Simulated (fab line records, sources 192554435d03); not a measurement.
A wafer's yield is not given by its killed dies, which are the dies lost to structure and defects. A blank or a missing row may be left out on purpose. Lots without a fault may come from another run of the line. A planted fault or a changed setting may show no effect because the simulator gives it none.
Matching of chambers :: flow n5-finfet :: 4 sister chambers for N5_BEOL_M11_ALD_74 on ald-metal-03
The step deposits TaN, target thk 2 nm, pulse time 2 s, purge time 3 s. 14 wafers are shown with their chamber, then 7 later ones without.

WAFERS, EACH WITH ITS CHAMBER
wafer: L075.1
chamber: 2
heater-power-w (W): 445

wafer: L075.3
chamber: 0
heater-power-w (W): 358

wafer: L075.5
chamber: 3
heater-power-w (W): 356

wafer: L074.2
chamber: 0
heater-power-w (W): 373

wafer: L074.3
chamber: 1
heater-power-w (W): 441

wafer: L074.6
chamber: 1
heater-power-w (W): 446

wafer: L088.1
chamber: 0
heater-power-w (W): 358

wafer: L088.3
chamber: 1
heater-power-w (W): 437

wafer: L088.4
chamber: 2
heater-power-w (W): 454

wafer: L090.1
chamber: 3
heater-power-w (W): 374

wafer: L090.3
chamber: 0
heater-power-w (W): 366

wafer: L090.5
chamber: 2
heater-power-w (W): 461

wafer: L092.1
chamber: 1
heater-power-w (W): 430

wafer: L092.2
chamber: 3
heater-power-w (W): 362

SIGNATURES (averages over the wafers above)
reading: heater-power-w
chamber 0: 363.75
chamber 1: 438.50
chamber 2: 453.33
chamber 3: 364.00
scatter within a chamber: 7.68
Rule: for each reading, subtract the chamber's mean from the wafer's reading, divide by that reading's scatter and square the result; add these up over the readings and take the root, which gives the wafer's distance from the chamber. If the next closest chamber is less than 2 further off than the closest, the wafer can't be placed; otherwise it belongs to the closest. How the scatter is found: for the shown wafers, subtract from each reading the mean of its chamber, square and add these, divide the total by (wafers less chambers), then take the root.

WAFERS WHOSE CHAMBER IS MISSING
wafer: L092.3
heater-power-w (W): 439

wafer: L095.1
heater-power-w (W): 444

wafer: L095.3
heater-power-w (W): 439

wafer: L095.6
heater-power-w (W): 449

wafer: L096.1
heater-power-w (W): 367

wafer: L096.4
heater-power-w (W): 462

wafer: L096.5
heater-power-w (W): 371

CHAMBER TAKEN BY EACH
wafer: L092.3
from the rows above: can't be placed: 1 or 2
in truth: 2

wafer: L095.1
from the rows above: can't be placed: 1 or 2
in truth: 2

wafer: L095.3
from the rows above: can't be placed: 1 or 2
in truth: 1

wafer: L095.6
from the rows above: can't be placed: 2 or 1
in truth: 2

wafer: L096.1
from the rows above: can't be placed: 3 or 0
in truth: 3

wafer: L096.4
from the rows above: can't be placed: 2 or 1
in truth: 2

wafer: L096.5
from the rows above: can't be placed: 3 or 0
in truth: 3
Correct placement for 0 of the 7. Can't be placed from these rows: 7 (the true chamber is among the candidates in 7). Number placed wrongly: 0.
